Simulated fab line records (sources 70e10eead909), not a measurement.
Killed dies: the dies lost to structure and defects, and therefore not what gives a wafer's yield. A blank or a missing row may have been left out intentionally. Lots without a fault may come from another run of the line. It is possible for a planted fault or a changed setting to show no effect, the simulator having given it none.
Chamber matching || flow nand-harc || NHARC_A_STAIRCASE_DEP_322 on pecvd-01 has 3 sister chambers
The step deposits SiO2, target thk 3800 nm. 16 wafers are shown with their chamber, then 8 later ones without.

WAFERS WITH THEIR CHAMBER
{"wafer": "L074.1", "chamber": 0, "heater-power-w (W)": 816}
{"wafer": "L074.2", "chamber": 1, "heater-power-w (W)": 613}
{"wafer": "L074.3", "chamber": 2, "heater-power-w (W)": 571}
{"wafer": "L077.1", "chamber": 1, "heater-power-w (W)": 600}
{"wafer": "L077.3", "chamber": 0, "heater-power-w (W)": 774}
{"wafer": "L077.4", "chamber": 2, "heater-power-w (W)": 519}
{"wafer": "L082.1", "chamber": 0, "heater-power-w (W)": 806}
{"wafer": "L082.2", "chamber": 1, "heater-power-w (W)": 605}
{"wafer": "L082.5", "chamber": 2, "heater-power-w (W)": 539}
{"wafer": "L084.4", "chamber": 2, "heater-power-w (W)": 529}
{"wafer": "L084.5", "chamber": 0, "heater-power-w (W)": 651}
{"wafer": "L084.6", "chamber": 1, "heater-power-w (W)": 509}
{"wafer": "L085.1", "chamber": 1, "heater-power-w (W)": 538}
{"wafer": "L085.4", "chamber": 1, "heater-power-w (W)": 508}
{"wafer": "L085.6", "chamber": 2, "heater-power-w (W)": 527}
{"wafer": "L092.1", "chamber": 0, "heater-power-w (W)": 704}

SIGNATURES, as means of the wafers listed above
{"reading": "heater-power-w", "chamber 0": 750.20, "chamber 1": 562.17, "chamber 2": 537.00, "scatter within a chamber": 51}
Rule: a wafer's distance from a chamber is the root of the sum, over the readings, of the square of ((its reading less the chamber's mean) divided by the reading's scatter). If the next closest chamber is less than 2 further off than the closest, the wafer can't be placed; otherwise it belongs to the closest. The scatter is the square root of a quotient: the sum, over the shown wafers, of each reading's squared deviation from its chamber's mean, divided by wafers minus chambers.

WAFERS MISSING THEIR CHAMBER
{"wafer": "L092.2", "heater-power-w (W)": 596}
{"wafer": "L092.6", "heater-power-w (W)": 537}
{"wafer": "L090.1", "heater-power-w (W)": 620}
{"wafer": "L090.4", "heater-power-w (W)": 506}
{"wafer": "L090.6", "heater-power-w (W)": 666}
{"wafer": "L095.3", "heater-power-w (W)": 808}
{"wafer": "L095.4", "heater-power-w (W)": 515}
{"wafer": "L095.5", "heater-power-w (W)": 523}

EACH ONE'S CHAMBER
{"wafer": "L092.2", "from the rows above": "can't be placed: 1 or 2", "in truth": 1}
{"wafer": "L092.6", "from the rows above": "can't be placed: 2 or 1", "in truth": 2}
{"wafer": "L090.1", "from the rows above": "can't be placed: 1 or 2 or 0", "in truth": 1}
{"wafer": "L090.4", "from the rows above": "can't be placed: 2 or 1", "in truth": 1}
{"wafer": "L090.6", "from the rows above": "can't be placed: 0 or 1 or 2", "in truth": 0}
{"wafer": "L095.3", "from the rows above": 0, "in truth": 0}
{"wafer": "L095.4", "from the rows above": "can't be placed: 2 or 1", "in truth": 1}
{"wafer": "L095.5", "from the rows above": "can't be placed: 2 or 1", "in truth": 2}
Placed correctly: 1 of 8. From these rows, 7 cannot be placed; in 7 the true chamber is one of the candidates. Placed wrongly: 0.
